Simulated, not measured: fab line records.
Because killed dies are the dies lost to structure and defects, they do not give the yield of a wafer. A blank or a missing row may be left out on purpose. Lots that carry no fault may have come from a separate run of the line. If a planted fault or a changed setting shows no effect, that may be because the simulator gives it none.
A lot that was struck, set against a sound lot + flow nand_harc + 14 out of 1159 route steps
Sound: wafers L182.1, L182.5, L182.6. The struck wafers were L193.2, L193.4, L193.5. The cause comes at the end.
At each step with rows: each side's tool, then ch and its chambers, then its first start. Under that, the readings that differ: sound wafers + struck wafers + difference of the means + sigmas: that difference in standard deviations of wafers without a fault.
alike: readings whose means differ by less than 2 such deviations, and words and numbers that are the same on both sides. not compared: withheld readings, readings that some wafer has no value for, bounds like >300 that may hide the same value, and numbers for which the record gives no deviation and whose values overlap.
The two part at a step that has a row with sigmas, a row that says differs or no value, or rows on one side only. When numbers do not overlap yet have no deviation, they are printed without sigmas and do not part them. A reading that every wafer of one side lacks parts them only if that side has two wafers or more.

first, 1 step without rows for these wafers: NHARC_P_M1_PRE_CLEAN_30 (time 30 s).
NHARC_P_M1_PVD_20: deposits TaN, target thk 5 nm, time 8.06 s.
  sound on pvd_sputter-02; struck on pvd_sputter-01
  alike: substrate_temp_c, throttle_valve_pct
NHARC_P_M1_PVD_21: deposits Cu, target thk 30 nm, time 20.49 s.
  sound on pvd_sputter-02; struck on pvd_sputter-01
  alike: substrate_temp_c, throttle_valve_pct
then, 1 step without rows for these wafers: NHARC_P_M1_ECD_22 (material Cu, target thk 400 nm).
NHARC_P_M1_ANNEAL_31: time 90 s.
  sound on rtp_anneal-01 ch 0, day 7 00:09; struck on rtp_anneal-01 ch 0, day 9 21:26
  alike: wafer_temp_C_max
NHARC_P_M1_CMP_23: polishes, t overpolish 20 s, target thk 157.82 nm.
  sound on cmp-02 ch 0,1,2, day 7 00:34; struck on cmp-02 ch 0,2,3, day 9 21:45
  alike: motor_current_A, time_to_endpoint_s
NHARC_P_M1_THK_MEAS_24: measures by xrf.
  struck on film_metro-01, day 9 22:02; sound on film_metro-01, day 7 00:48
  alike: thk_nm
then, 1 step without rows for these wafers: NHARC_P_M1_SRD_25.
NHARC_P_M1_INSPECT_27:
  struck on defect_inspect-02, day 9 22:11; sound on defect_inspect-02, day 7 00:59
  alike: raw_defect_count
then, 1 step without rows for these wafers: NHARC_P_M1_PRE_CLEAN_32 (time 12 s).
NHARC_P_M1_DEP_33: deposits SiCN, target thk 30 nm.
  sound on pecvd-03 ch 0,1,2, day 7 01:10; struck on pecvd-04 ch 0,2, day 9 22:20
  alike: heater_power_w, showerhead_vpp_V
NHARC_P_M2_DEP_00: deposits SiOC, target thk 182.5 nm.
  sound on pecvd-02 ch 1,2, day 7 01:40; struck on pecvd-03 ch 0,1,2, day 9 23:27
  alike: showerhead_vpp_V
then, 1 step without rows for these wafers: NHARC_P_M2_DEHYDRATE_01 (time 120 s).
-- jump in the record: it breaks off in module P_M2 and resumes in module END (first step shown: number 1159 of the route), and 13 days separate the struck wafers' starts before and after --
NHARC_END_SORT_01:
  sound on prober-02 ch 0, day 20 10:18; struck on prober-02 ch 0, day 23 08:51
  alike: defect_limited_yield, killed_at_array, killed_at_other, killed_at_periphery, killed_dies, killed_open, killed_short, sort_bin_2_pct, sort_bin_3_pct, sort_bin_4_pct, sort_n_pass, sort_rim_yield_pct, sort_yield_pct

== WHERE THEY PART ==
Nowhere in this record.

WHY: what the simulator had put in
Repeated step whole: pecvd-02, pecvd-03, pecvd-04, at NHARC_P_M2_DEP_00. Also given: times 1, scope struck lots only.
